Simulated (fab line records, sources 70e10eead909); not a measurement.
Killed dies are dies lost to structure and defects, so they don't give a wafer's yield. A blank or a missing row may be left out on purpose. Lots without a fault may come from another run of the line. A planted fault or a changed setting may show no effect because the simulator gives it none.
Which tool did it? | flow nand_harc | 6 lots, 18 wafers sampled, at 5 steps of a route of 1302

WHAT THE GAUGES READ, wafer by wafer
NHARC_THIN_TSV_CD_MEAS_37.
lot  | measured     | on        | cd_nm (nm)
L414 | day 24 20:13 | cd_sem-01 | 4998.4 4993.9 4997.6
L419 | day 25 07:40 | cd_sem-03 | 5001.1 4997.3 5002.9
L424 | day 28 13:31 | cd_sem-01 | 5001.5 5002.1 4998.1
L433 | day 31 23:28 | cd_sem-03 | 5000.1 5014.1 5014.5
L436 | day 32 20:44 | cd_sem-02 | 5001.3 5000.6 5002.7
L437 | day 33 21:22 | cd_sem-01 | 5000.7 5000.6 4997.9

WHICH TOOL RAN EACH LOT (tool, then ch and the chambers of the sampled wafers, then the start)
lot  | NHARC_THIN_TSV_DEGAS_49      | NHARC_THIN_TSV_ANNEAL_52         | NHARC_THIN_TSV_DESCUM_35           | NHARC_THIN_TSV_ETCH_59
L414 | pvd_sputter-02, day 24 15:45 | rtp_anneal-02 ch 0, day 24 16:56 | rie_diel-13 ch 0,1,3, day 24 18:58 | rie_metal-01 ch 1, day 24 19:06
L419 | pvd_sputter-03, day 25 03:14 | rtp_anneal-02 ch 0, day 25 04:30 | rie_diel-09 ch 0,2,3, day 25 06:25 | rie_metal-02 ch 0,1, day 25 06:37
L424 | pvd_sputter-01, day 28 09:05 | rtp_anneal-02 ch 0, day 28 10:22 | rie_diel-10 ch 0,1,2, day 28 12:16 | rie_metal-02 ch 0,1, day 28 12:26
L433 | pvd_sputter-03, day 31 18:38 | rtp_anneal-01 ch 0, day 31 19:56 | rie_diel-10 ch 0,3, day 31 21:56   | rie_metal-03 ch 0, day 31 22:13
L436 | pvd_sputter-03, day 32 16:10 | rtp_anneal-02 ch 0, day 32 17:28 | rie_diel-09 ch 0,2,3, day 32 19:28 | rie_metal-01 ch 0,1, day 32 19:35
L437 | pvd_sputter-03, day 33 16:45 | rtp_anneal-01 ch 0, day 33 17:59 | rie_diel-13 ch 1,2,3, day 33 20:04 | rie_metal-01 ch 0,1, day 33 20:11
- NHARC_THIN_TSV_DEGAS_49: time 120 s.
- NHARC_THIN_TSV_ANNEAL_52: time 90 s.
- NHARC_THIN_TSV_DESCUM_35: chemistry O2, time 3 s.
- NHARC_THIN_TSV_ETCH_59: etches the open film in Cl2/BCl3, target depth 880 nm, time 138.1 s.

THE ANSWER, worked out from the rows above alone
Rule: what is usual is taken from the lots themselves. Put in order of their means at a reading, lots are off if they are a third of the lots or fewer, leave a main group of 4 or more, and stand apart from it by a gap of 3 or more times the standard deviation of the main group's means; of several such gaps the widest counts. A main group whose means are all the same, to the digits that the tables above print for the reading, isn't used. A lot without any number at a reading at which 4 lots or more have one is off too. The other lots that the step has rows for count as sound.
Off: L433, at NHARC_THIN_TSV_CD_MEAS_37 (cd_nm). The main group: mean 4999.8 nm, standard deviation 1.7.
A tool fits if, at a process step before that reading, it ran every lot that is off, and no sound lot after the first of them. The gauges at NHARC_THIN_TSV_CD_MEAS_37 are tried like those tools. Can't be told from this: 3 tools fit, rie_diel-10 at NHARC_THIN_TSV_DESCUM_35, rie_metal-03 at NHARC_THIN_TSV_ETCH_59, cd_sem-03 at NHARC_THIN_TSV_CD_MEAS_37.

WHAT THE SIMULATOR HAD PUT IN
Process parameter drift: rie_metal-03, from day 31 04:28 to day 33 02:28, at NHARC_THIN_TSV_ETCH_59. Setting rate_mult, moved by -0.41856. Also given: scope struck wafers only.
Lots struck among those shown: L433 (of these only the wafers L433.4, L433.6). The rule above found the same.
